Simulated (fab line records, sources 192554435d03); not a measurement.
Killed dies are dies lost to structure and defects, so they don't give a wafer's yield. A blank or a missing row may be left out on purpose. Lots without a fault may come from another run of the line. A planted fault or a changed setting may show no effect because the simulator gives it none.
fab line records | flow n5_finfet | part 1 of 2: steps 1 to 22 of 28
record lots=5 wafers=15 last_day=19
route steps=1938 shown FIN_SAQP@142 FIN_CUT@154
lots that met no fault: from a run of the same line without faults
start_h: hours from the record's first day to the start of the lot's first wafer shown | wait_h: hours since the lot's step before | " the same as in the row above | L1.1+2: a row that stands for several wafers | - no value, or no start given | * or withheld: withheld | < > ~ a bound
route shown NAME@n: a module of which the file shows steps, and the number in the route of the first | usual: mean/standard deviation of fault-free wafers | same: alike in all rows | chamber/n: place in a boat | sites: the reading at each site | _std_site: their standard deviation | _edge_site: outer sites' mean less inner sites' | radius_mm: how far each site lies from the wafer's centre | mask NAME#n: copy n | behind: the tool/chamber that last shaped the wafer | hold: why the lot was held/for how many hours/how that ended | device: the transistor (n, p or np) that didn't switch | end of line: the same wafers' tests at the end of the route | a step without rows: its recipe alone | killed: dies lost to structure and defects at the first sort, not the wafer's yield | map: a wafer's dies, x killed, . not, _ none there
set.NAME: the setting as run; set.NAME@STEP: as run at that earlier step | model.NAME: the simulator's own value behind a step, which no gauge read
lots at some steps of the route; a table a step, a row a wafer
services: from which hour (start_h, from the record's first day; less than 0 if before it) a tool's chamber was out of use, for how many hours, and why
## steps
# step N5_FIN_SAQP_HM_OPEN_33
# recipe chemistry=CH3F/O2 target=SiNx mask_material=SiO2 target_depth_a=494 time_s=70.6 pressure_mtorr=30 source_w=395 bias_w=73 Ar_flow_sccm=150 CH3F_flow_sccm=30 O2_flow_sccm=20 ion_energy_ev=120 ends=cleared
# usual drypump_motor_current_A=5.8/0.5 etch_rf_on_time_s=69.3/1.6 oes_ar_750_au=0.74/0.055 oes_f_703_au=0.75/0.06 oes_product_au=0.63/0.05 rf_vpp_V=297/5.4 showerhead_plenum_p_Torr=2.00/0.083 throttle_valve_pct=16.34/0.22
# columns lot.wafer tool chamber start_h wait_h drypump_motor_current_A etch_rf_on_time_s oes_ar_750_au oes_f_703_au oes_product_au rf_hours_counter_h rf_vpp_V showerhead_plenum_p_Torr throttle_valve_pct
L076.1 rie_diel-03 1 39.27 0.0 5.9 65.9 0.84 0.86 0.72 102 298 2.11 16.70
L076.2 " 2 " " 5.7 71.2 0.76 0.77 0.65 128 286 1.91 16.15
L076.6 " 2 " " 5.6 71.9 0.76 0.77 0.65 - 289 1.91 16.15
L082.2 rie_diel-06 2 74.67 0.0 6.2 68.5 0.71 0.71 0.61 186 303 2.06 16.34
L082.3 " 0 " " 5.9 68.0 0.76 0.74 0.66 155 309 2.06 16.32
L082.5 " 0 " " 5.9 68.0 0.76 0.75 0.66 - 308 2.06 16.30
L086.1 rie_diel-02 3 99.12 0.0 6.4 68.1 0.74 0.75 0.65 149 293 1.91 16.03
L086.5 " 2 " " 5.2 69.8 0.71 0.72 0.61 - 297 1.99 16.43
L086.6 " 3 " " 6.4 69.8 0.75 0.75 0.64 - 292 1.91 16.04
L092.2 rie_diel-06 3 135.62 0.1 6.7 70.6 0.72 0.70 0.60 206 301 2.07 16.34
L092.4 " 1 " " 5.2 70.0 0.72 0.75 0.61 181 291 2.08 16.39
L092.5 " 3 " " 6.8 71.5 0.72 0.70 0.60 - 302 2.07 16.35
L095.4 rie_diel-06 1 151.54 0.0 5.2 68.8 0.72 0.74 0.61 187 292 2.08 16.42
L095.5 " 0 " " 5.9 68.2 0.74 0.73 0.63 - 309 2.05 16.35
L095.6 " 1 " " 5.2 68.7 0.72 0.74 0.61 - 293 2.08 16.42
# step N5_FIN_SAQP_ETCH_34
# recipe chemistry=C4F6/O2 target=SiO2 target_depth_a=450 time_s=15 ion_energy_ev=250 pressure_mtorr=30 source_w=345 bias_w=185 Ar_flow_sccm=300 C4F6_flow_sccm=10 O2_flow_sccm=10 ends=cleared
# usual drypump_motor_current_A=5.8/0.51 etch_rf_on_time_s=14.96/0.24 oes_ar_750_au=0.74/0.055 oes_f_703_au=0.75/0.06 oes_product_au=0.63/0.05 rf_vpp_V=664/12 showerhead_plenum_p_Torr=2.84/0.11 throttle_valve_pct=21.02/0.25
# columns lot.wafer tool chamber start_h wait_h drypump_motor_current_A etch_rf_on_time_s oes_ar_750_au oes_f_703_au oes_product_au rf_hours_counter_h rf_vpp_V showerhead_plenum_p_Torr throttle_valve_pct
L076.1 rie_diel-03 1 39.34 0.0 5.9 14.51 0.84 0.87 0.72 102 665 3.00 21.51
L076.2 " 2 " " 5.6 15.14 0.77 0.78 0.66 128 645 2.72 20.80
L076.6 " 2 " " 5.6 15.07 0.77 0.78 0.65 - 644 2.72 20.81
L082.2 rie_diel-06 2 74.74 0.0 6.1 15.10 0.71 0.72 0.61 186 680 2.92 20.96
L082.3 " 0 " " 5.9 14.54 0.76 0.75 0.66 155 691 2.93 21.02
L082.5 " 0 " " 5.9 14.81 0.76 0.75 0.65 - 690 2.93 20.99
L086.1 rie_diel-02 3 99.19 0.0 6.4 14.77 0.74 0.75 0.65 149 654 2.73 20.69
L086.5 " 2 " " 5.2 14.99 0.71 0.72 0.61 - 662 2.83 21.12
L086.6 " 3 " " 6.4 14.78 0.75 0.75 0.65 - 656 2.73 20.71
L092.2 rie_diel-06 3 135.69 0.0 6.8 15.18 0.71 0.70 0.61 206 672 2.95 21.06
L092.4 " 1 " " 5.2 14.90 0.72 0.75 0.60 181 651 2.95 21.10
L092.5 " 3 " " 6.8 15.18 0.71 0.70 0.60 - 672 2.95 21.06
L095.4 rie_diel-06 1 151.61 0.0 5.2 14.67 0.72 0.74 0.61 187 654 2.95 21.09
L095.5 " 0 " " 5.9 14.64 0.74 0.73 0.64 - 690 2.92 21.05
L095.6 " 1 " " 5.2 14.60 0.72 0.74 0.61 - 652 2.95 21.09
# step N5_FIN_SAQP_STRIP_77
# recipe chemistry=N2/H2 time_s=90 power_w=100 temp_c=40 pressure_mtorr=100 rf_frequency_hz=6e+07 bias_power_w=3 n2_flow_sccm=300 h2_flow_sccm=300
# usual drypump_motor_current_A=5.8/0.5 oes_product_au=0.74/0.058 rf_vpp_V=45.3/0.85 showerhead_plenum_p_Torr=3.38/0.13 throttle_valve_pct=12.28/0.24
# columns lot.wafer tool chamber start_h wait_h drypump_motor_current_A oes_product_au rf_hours_counter_h rf_vpp_V showerhead_plenum_p_Torr throttle_valve_pct
L076.1 rie_diel-03 1 39.36 0.0 5.9 0.83 102 45.4 3.54 12.62
L076.2 " 2 " " 5.6 0.77 128 44.3 3.25 12.11
L076.6 " 2 " " 5.6 0.77 - 45.2 3.25 12.11
L082.2 rie_diel-06 2 74.77 0.0 6.2 0.72 186 45.3 3.50 12.41
L082.3 " 0 " " 5.9 0.77 155 44.8 3.51 12.37
L082.5 " 0 " " 5.9 0.77 - 45.2 3.51 12.35
L086.1 rie_diel-02 3 99.21 0.0 6.4 0.75 149 43.7 3.26 12.01
L086.5 " 2 " " 5.2 0.70 - 44.9 3.32 12.28
L086.6 " 3 " " 6.4 0.76 - 43.2 3.26 12.03
L092.2 rie_diel-06 3 135.72 0.0 6.8 0.72 206 44.4 3.48 12.31
L092.4 " 1 " " 5.3 0.71 181 46.2 3.49 12.21
L092.5 " 3 " " 6.8 0.72 - 46.5 3.48 12.31
L095.4 rie_diel-06 1 151.63 0.0 5.2 0.71 187 44.8 3.48 12.23
L095.5 " 0 " " 5.9 0.74 - 45.2 3.50 12.42
L095.6 " 1 " " 5.2 0.71 - 46.9 3.48 12.24
# step N5_FIN_SAQP_HM_CD_35
# recipe target_cd_nm=8 polarity=line
# usual cd_nm=8.10/0.23
# columns lot.wafer tool chamber start_h wait_h cd_nm
L076.1 cd_sem-03 - 39.49 0.1 7.87
L076.2 " - " " 8.16
L076.6 " - " " 7.85
L082.2 cd_sem-02 - 74.89 0.1 7.95
L082.3 " - " " 8.30
L082.5 " - " " 8.08
L086.1 cd_sem-01 - 99.33 0.1 8.02
L086.5 " - " " 7.94
L086.6 " - " " 8.04
L092.2 cd_sem-01 - 135.84 0.1 8.04
L092.4 " - " " 8.02
L092.5 " - " " 8.06
L095.4 cd_sem-02 - 151.76 0.1 8.28
L095.5 " - " " 7.97
L095.6 " - " " 7.86
# step N5_FIN_SAQP_ETCH_64
# recipe chemistry=CF4 target=SiO2 target_depth_a=15 ion_energy_ev=350 pressure_mtorr=10 icp_w=800 bias_w=400 cf4_flow_sccm=80
# usual drypump_motor_current_A=5.6/0.4 oes_product_au=0.998/0.022 throttle_valve_pct=21.73/0.27
# columns lot.wafer tool chamber start_h wait_h drypump_motor_current_A oes_product_au rf_hours_counter_h throttle_valve_pct
L076.1 rie_si-02 1 39.53 0.0 5.5 0.979 2 21.42
L076.2 " 0 " " 5.6 1.022 15 21.46
L076.6 " 0 " " 5.5 1.027 - 21.45
L082.2 rie_si-02 0 74.94 0.0 5.5 1.018 16 21.45
L082.3 " 1 " " 5.5 0.972 2 21.43
L082.5 " 3 " " 5.6 1.029 - 22.01
L086.1 rie_si-02 2 99.38 0.0 5.6 1.001 165 22.25
L086.5 " 3 " " 5.6 1.025 - 22.03
L086.6 " 2 " " 5.6 0.991 - 22.26
L092.2 rie_si-01 0 135.89 0.0 6.1 0.976 8 21.49
L092.4 " 3 " " 5.7 1.004 72 21.83
L092.5 " 0 " " 6.1 0.982 - 21.49
L095.4 rie_si-02 2 151.80 0.0 5.6 0.995 166 22.27
L095.5 " 0 " " 5.5 1.023 - 21.49
L095.6 " 1 " " 5.5 0.961 - 21.41
# step N5_FIN_SAQP_FIN_ETCH_36
# recipe chemistry=HBr/Cl2/O2 target_depth_a=1200 mask_material=SiNx time_s=50.4 bias_w=102 pressure_mtorr=10 icp_w=800 HBr_flow_sccm=150 Cl2_flow_sccm=80 O2_flow_sccm=12
# usual drypump_motor_current_A=5.6/0.4 oes_product_au=0.997/0.018 throttle_valve_pct=35.9/0.34
# columns lot.wafer tool chamber start_h wait_h drypump_motor_current_A oes_product_au rf_hours_counter_h throttle_valve_pct
L076.1 rie_si-02 1 39.55 0.0 5.5 0.982 2 35.7
L076.2 " 0 " " 5.6 1.020 15 35.6
L076.6 " 0 " " 5.6 1.019 - 35.6
L082.2 rie_si-02 0 74.96 0.0 5.5 1.005 16 35.6
L082.3 " 1 " " 5.5 0.972 2 35.7
L082.5 " 3 " " 5.6 1.020 - 36.4
L086.1 rie_si-02 2 99.40 0.0 5.6 0.995 165 36.5
L086.5 " 3 " " 5.6 1.016 - 36.4
L086.6 " 2 " " 5.6 0.988 - 36.5
L092.2 rie_si-01 0 135.91 0.0 6.1 0.971 8 35.7
L092.4 " 3 " " 5.7 0.997 72 36.0
L092.5 " 0 " " 6.1 0.975 - 35.7
L095.4 rie_si-02 2 151.82 0.0 5.6 1.007 166 36.5
L095.5 " 0 " " 5.5 1.021 - 35.6
L095.6 " 1 " " 5.5 0.973 - 35.7
# step N5_FIN_SAQP_CD_MEAS_37
# recipe target_cd_nm=8 polarity=line
# usual cd_nm=8.06/0.26
# columns lot.wafer tool chamber start_h wait_h cd_nm
L076.1 cd_sem-03 - 39.67 0.1 7.83
L076.2 " - " " 8.09
L076.6 " - " " 7.67
L082.2 cd_sem-01 - 75.08 0.1 8.16
L082.3 " - " " 8.60
L082.5 " - " " 8.32
L086.1 cd_sem-03 - 99.52 0.1 8.02
L086.5 " - " " 8.03
L086.6 " - " " 7.85
L092.2 cd_sem-02 - 136.03 0.1 8.26
L092.4 " - " " 7.80
L092.5 " - " " 7.64
L095.4 cd_sem-01 - 151.95 0.1 7.88
L095.5 " - " " 8.47
L095.6 " - " " 7.96
# step N5_FIN_SAQP_PRECLEAN_38
# recipe chemistry=O3/DIW time_s=45 temp_c=22 o3_ppm=10
# columns lot.wafer tool chamber start_h wait_h
L076.1+2+6 wet_bench-04 7,4,1 39.72 0.0
L082.2+3+5 wet_bench-05 3,2,0 75.12 0.0
L086.1+5+6 wet_bench-01 6,5,3 99.56 0.0
L092.2+4+5 wet_bench-05 4,0,3 136.07 0.0
L095.4+5+6 wet_bench-01 7,0,5 151.98 0.0
# step N5_FIN_SAQP_PRECLEAN_45
# recipe chemistry=dHF time_s=10 dilution=500:1 temp_c=25
# columns lot.wafer tool chamber start_h wait_h
L076.1+2+6 wet_bench-04 7,4,1 39.73 0.0
L082.2+3+5 wet_bench-05 3,2,0 75.14 0.0
L086.1+5+6 wet_bench-01 6,5,3 99.58 0.0
L092.2+4+5 wet_bench-05 4,0,3 136.09 0.0
L095.4+5+6 wet_bench-01 7,0,5 152.00 0.0
# step N5_FIN_SAQP_SRD_39
# recipe dry=ipa_marangoni time_s=30 temp_c=23 rinse_liquid=diw
# columns lot.wafer tool chamber start_h wait_h
L076.1+2+6 wet_bench-04 7,4,1 39.73 0.0
L082.2+3+5 wet_bench-05 3,2,0 75.14 0.0
L086.1+5+6 wet_bench-01 6,5,3 99.58 0.0
L092.2+4+5 wet_bench-05 4,0,3 136.09 0.0
L095.4+5+6 wet_bench-01 7,0,5 152.00 0.0
# step N5_FIN_SAQP_OCD_MEAS_76
# usual trench_depth_nm=120.0/2
# columns lot.wafer tool chamber start_h wait_h trench_depth_nm
L076.1 ocd-02 - 39.77 0.0 120.5
L076.2 " - " " 122.4
L076.6 " - " " 122.2
L082.2 ocd-01 - 75.18 0.0 120.8
L082.3 " - " " 118.2
L082.5 " - " " 123.0
L086.1 ocd-01 - 99.62 0.0 118.6
L086.5 " - " " 122.6
L086.6 " - " " 117.7
L092.2 ocd-02 - 136.13 0.0 120.1
L092.4 " - " " 118.3
L092.5 " - " " 119.0
L095.4 ocd-02 - 152.05 0.0 118.9
L095.5 " - " " 122.2
L095.6 " - " " 118.8
# step N5_FIN_SAQP_INSPECT_40
# recipe inspect_instrument=brightfield mode=aei
# usual raw_defect_count=228/71
# columns lot.wafer tool chamber start_h wait_h raw_defect_count
L076.1 defect_inspect-01 - 39.80 0.0 238
L076.2 " - " " 166
L076.6 " - " " 235
L082.2 defect_inspect-01 - 75.21 0.0 195
L082.3 " - " " 276
L082.5 " - " " 247
L086.1 defect_inspect-01 - 99.65 0.0 232
L086.5 " - " " 241
L086.6 " - " " 144
L092.2 defect_inspect-02 - 136.16 0.0 236
L092.4 " - " " 260
L092.5 " - " " 266
L095.4 defect_inspect-01 - 152.08 0.0 161
L095.5 " - " " 167
L095.6 " - " " 191
# step N5_FIN_CUT_COAT_18
# recipe resist=SOC temp_c=250 time_s=60 spin_rpm=1500 resist_thk_nm=230
# usual resist_line_temp_C=23.00/0.12
# columns lot.wafer tool chamber start_h wait_h resist_line_temp_C
L076.1 litho_track-05 0 39.84 0.0 22.90
L076.2 " 0 " " 23.04
L076.6 " 0 " " 22.94
L082.2 litho_track-03 0 75.24 0.0 22.92
L082.3 " 0 " " 23.08
L082.5 " 0 " " 22.98
L086.1 litho_track-05 0 99.68 0.0 22.84
L086.5 " 0 " " 22.83
L086.6 " 0 " " 22.86
L092.2 litho_track-05 0 136.19 0.0 22.87
L092.4 " 0 " " 22.90
L092.5 " 0 " " 23.03
L095.4 litho_track-01 0 152.11 0.0 22.91
L095.5 " 0 " " 23.01
L095.6 " 0 " " 22.98
# step N5_FIN_CUT_COAT_19
# recipe resist=SiARC temp_c=220 time_s=60 spin_rpm=1500 resist_thk_nm=20
# usual resist_line_temp_C=22.98/0.11
# columns lot.wafer tool chamber start_h wait_h resist_line_temp_C
L076.1 litho_track-05 0 - - 23.04
L076.2 " 0 " " 22.85
L076.6 " 0 " " 22.89
L082.2 litho_track-03 0 - - 23.14
L082.3 " 0 " " 23.03
L082.5 " 0 " " 23.07
L086.1 litho_track-05 0 - - 22.96
L086.5 " 0 " " 22.93
L086.6 " 0 " " 22.86
L092.2 litho_track-05 0 - - 23.04
L092.4 " 0 " " 23.04
L092.5 " 0 " " 23.00
L095.4 litho_track-01 0 - - 23.06
L095.5 " 0 " " 22.96
L095.6 " 0 " " 22.91
# step N5_FIN_CUT_COAT_29
# recipe resist=underlayer temp_c=205 time_s=60 spin_rpm=1500 resist_thk_nm=10
# usual resist_line_temp_C=22.99/0.097
# columns lot.wafer tool chamber start_h wait_h resist_line_temp_C
L076.1 litho_track-05 0 - - 22.99
L076.2 " 0 " " 22.94
L076.6 " 0 " " 23.08
L082.2 litho_track-03 0 - - 22.96
L082.3 " 0 " " 23.04
L082.5 " 0 " " 22.99
L086.1 litho_track-05 0 - - 23.12
L086.5 " 0 " " 22.97
L086.6 " 0 " " 23.01
L092.2 litho_track-05 0 - - 23.04
L092.4 " 0 " " 22.99
L092.5 " 0 " " 23.16
L095.4 litho_track-01 0 - - 22.92
L095.5 " 0 " " 22.97
L095.6 " 0 " " 23.00
# step N5_FIN_CUT_COAT_02
# recipe resist=CAR-EUV spin_rpm=1500 resist_thk_nm=30
# usual resist_line_temp_C=23.00/0.098
# columns lot.wafer tool chamber start_h wait_h resist_line_temp_C
L076.1 litho_track-05 0 - - 22.97
L076.2 " 0 " " 23.22
L076.6 " 0 " " 22.95
L082.2 litho_track-03 0 - - 22.85
L082.3 " 0 " " 22.94
L082.5 " 0 " " 22.90
L086.1 litho_track-05 0 - - 23.00
L086.5 " 0 " " 23.04
L086.6 " 0 " " 22.93
L092.2 litho_track-05 0 - - 22.97
L092.4 " 0 " " 22.96
L092.5 " 0 " " 23.08
L095.4 litho_track-01 0 - - 22.93
L095.5 " 0 " " 23.05
L095.6 " 0 " " 22.97
# step N5_FIN_CUT_EBR_04
# recipe solvent=PGMEA ebr_width_mm=1.5
# usual resist_line_temp_C=23.02/0.1
# columns lot.wafer tool chamber start_h wait_h resist_line_temp_C
L076.1 litho_track-05 0 - - 22.94
L076.2 " 0 " " 22.99
L076.6 " 0 " " 22.92
L082.2 litho_track-03 0 - - 22.92
L082.3 " 0 " " 22.85
L082.5 " 0 " " 23.04
L086.1 litho_track-05 0 - - 23.27
L086.5 " 0 " " 23.13
L086.6 " 0 " " 23.13
L092.2 litho_track-05 0 - - 22.98
L092.4 " 0 " " 22.96
L092.5 " 0 " " 23.03
L095.4 litho_track-01 0 - - 22.98
L095.5 " 0 " " 22.87
L095.6 " 0 " " 23.06
# step N5_FIN_CUT_SOFTBAKE_03
# recipe temp_c=110 time_s=60 resist=CAR-EUV
# usual resist_line_temp_C=22.98/0.11
# columns lot.wafer tool chamber start_h wait_h resist_line_temp_C
L076.1 litho_track-05 0 - - 23.14
L076.2 " 0 " " 23.10
L076.6 " 0 " " 23.00
L082.2 litho_track-03 0 - - 23.05
L082.3 " 0 " " 22.85
L082.5 " 0 " " 22.86
L086.1 litho_track-05 0 - - 23.00
L086.5 " 0 " " 23.04
L086.6 " 0 " " 23.02
L092.2 litho_track-05 0 - - 22.85
L092.4 " 0 " " 22.99
L092.5 " 0 " " 22.81
L095.4 litho_track-01 0 - - 22.80
L095.5 " 0 " " 23.02
L095.6 " 0 " " 23.03
# step N5_FIN_CUT_EXPOSE_05
# recipe mask_id=FIN_CUT na=0.33 source_shape=annular sigma_inner=0.35 sigma_outer=0.8 polarization=unpolarized dose_mj=45.75
# columns lot.wafer tool chamber start_h wait_h mask
L076.1+2+6 euv_scanner-02 0 40.10 - FIN_CUT#0
L082.2+3+5 euv_scanner-02 0 75.39 - FIN_CUT#0
L086.1+5+6 euv_scanner-02 0 99.82 - FIN_CUT#0
L092.2+4+5 euv_scanner-02 0 136.33 - FIN_CUT#0
L095.4+5+6 euv_scanner-01 0 152.39 - FIN_CUT#0
# step N5_FIN_CUT_PEB_06
# recipe peb_temp_c=100 peb_time_s=60 resist=CAR-EUV
# usual resist_line_temp_C=23.01/0.1
# columns lot.wafer tool chamber start_h wait_h resist_line_temp_C
L076.1 litho_track-05 0 40.16 0.1 22.96
L076.2 " 0 " " 23.23
L076.6 " 0 " " 23.04
L082.2 litho_track-03 0 75.45 0.1 22.94
L082.3 " 0 " " 23.03
L082.5 " 0 " " 22.92
L086.1 litho_track-03 0 99.89 0.1 23.18
L086.5 " 0 " " 22.85
L086.6 " 0 " " 22.98
L092.2 litho_track-05 0 136.40 0.1 23.00
L092.4 " 0 " " 22.86
L092.5 " 0 " " 23.08
L095.4 litho_track-03 0 152.44 0.0 23.02
L095.5 " 0 " " 22.93
L095.6 " 0 " " 22.99
# step N5_FIN_CUT_DEVELOP_07
# recipe develop_time_s=30 developer=TMAH resist=CAR-EUV rinse_liquid=surfactant_rinse dry=air_spin dev_temp_c=23
# usual resist_line_temp_C=23.02/0.11
# columns lot.wafer tool chamber start_h wait_h resist_line_temp_C
L076.1 litho_track-05 0 - - 23.11
L076.2 " 0 " " 23.11
L076.6 " 0 " " 23.10
L082.2 litho_track-03 0 - - 22.96
L082.3 " 0 " " 22.94
L082.5 " 0 " " 22.93
L086.1 litho_track-03 0 - - 23.00
L086.5 " 0 " " 23.04
L086.6 " 0 " " 23.03
L092.2 litho_track-05 0 - - 23.01
L092.4 " 0 " " 23.04
L092.5 " 0 " " 23.26
L095.4 litho_track-03 0 - - 22.93
L095.5 " 0 " " 23.03
L095.6 " 0 " " 22.94
# step N5_FIN_CUT_CD_MEAS_08
# recipe target_cd_nm=29.1 landing_energy_ev=500 detector=se_inlens polarity=opening
# usual cd_nm=29.10/0.21
# columns lot.wafer tool chamber start_h wait_h cd_nm
L076.1 cd_sem-01 0 40.23 - 29.38
L076.2 " 0 " " 29.12
L076.6 " 0 " " 29.18
L082.2 cd_sem-03 0 75.52 - 28.97
L082.3 " 0 " " 29.11
L082.5 " 0 " " 29.30
L086.1 cd_sem-03 0 99.96 - 29.09
L086.5 " 0 " " 29.06
L086.6 " 0 " " 28.94
L092.2 cd_sem-03 0 136.46 - 29.20
L092.4 " 0 " " 28.90
L092.5 " 0 " " 29.41
L095.4 cd_sem-01 0 152.51 - 28.80
L095.5 " 0 " " 29.50
L095.6 " 0 " " 29.30
